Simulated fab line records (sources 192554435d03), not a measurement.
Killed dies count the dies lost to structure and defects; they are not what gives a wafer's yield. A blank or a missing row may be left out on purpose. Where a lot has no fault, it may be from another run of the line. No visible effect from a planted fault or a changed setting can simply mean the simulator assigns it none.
Matching of chambers :: flow n5 finfet :: N5_HKMG_FIN_PWFM_ALD_03 on ald metal-03 has 4 sister chambers
The step deposits TiN, target thk 2 nm, pulse time 1 s, purge time 3 s. 8 wafers are shown with their chamber, then 9 later ones without.

WAFERS WITH THEIR CHAMBER
wafer: L081.5
chamber: 2
heater power w (W): 800
precursor pulse height rel: 1.009

wafer: L086.5
chamber: 0
heater power w (W): 770
precursor pulse height rel: 0.993

wafer: L087.3
chamber: 1
heater power w (W): 1041
precursor pulse height rel: 1.002

wafer: L087.4
chamber: 3
heater power w (W): 954
precursor pulse height rel: 1.020

wafer: L087.5
chamber: 1
heater power w (W): 1025
precursor pulse height rel: 1.007

wafer: L091.1
chamber: 3
heater power w (W): 949
precursor pulse height rel: 1.012

wafer: L091.2
chamber: 0
heater power w (W): 757
precursor pulse height rel: 0.987

wafer: L091.3
chamber: 2
heater power w (W): 799
precursor pulse height rel: 1.023

WAFERS WITH NO CHAMBER GIVEN
wafer: L093.1
heater power w (W): 777
precursor pulse height rel: 1.007

wafer: L093.2
heater power w (W): 796
precursor pulse height rel: 0.975

wafer: L093.3
heater power w (W): 965
precursor pulse height rel: 0.991

wafer: L093.4
heater power w (W): 1026
precursor pulse height rel: 0.994

wafer: L093.5
heater power w (W): 1039
precursor pulse height rel: 1.008

wafer: L093.6
heater power w (W): 800
precursor pulse height rel: 1.024

wafer: L095.2
heater power w (W): 765
precursor pulse height rel: 0.978

wafer: L095.3
heater power w (W): 803
precursor pulse height rel: 0.992

wafer: L095.4
heater power w (W): 951
precursor pulse height rel: 0.973

WHICH CHAMBER EACH ONE RAN IN
wafer: L093.1
from the rows above: can't be placed: 0 or 2
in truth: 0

wafer: L093.2
from the rows above: can't be placed: 0 or 2
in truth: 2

wafer: L093.3
from the rows above: 3
in truth: 3

wafer: L093.4
from the rows above: 1
in truth: 1

wafer: L093.5
from the rows above: 1
in truth: 1

wafer: L093.6
from the rows above: 2
in truth: 2

wafer: L095.2
from the rows above: 0
in truth: 0

wafer: L095.3
from the rows above: can't be placed: 2 or 0
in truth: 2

wafer: L095.4
from the rows above: 3
in truth: 3
Placed correctly: 6 of 9. Can't be placed from these rows: 3 (the true chamber is among the candidates in 3). Placed wrongly: 0.
How it was worked out, from the rows above alone: a wafer's distance from a chamber is the root of the sum, over the readings, of the square of ((its reading less the chamber's mean) divided by the reading's scatter). The wafer belongs to the nearest chamber; if the next one is less than 2 further off, it can't be placed. For every chamber, the mean is computed from those of its wafers that are shown. The scatter is the square root of a quotient: the sum, over the shown wafers, of each reading's squared deviation from its chamber's mean, divided by wafers minus chambers.
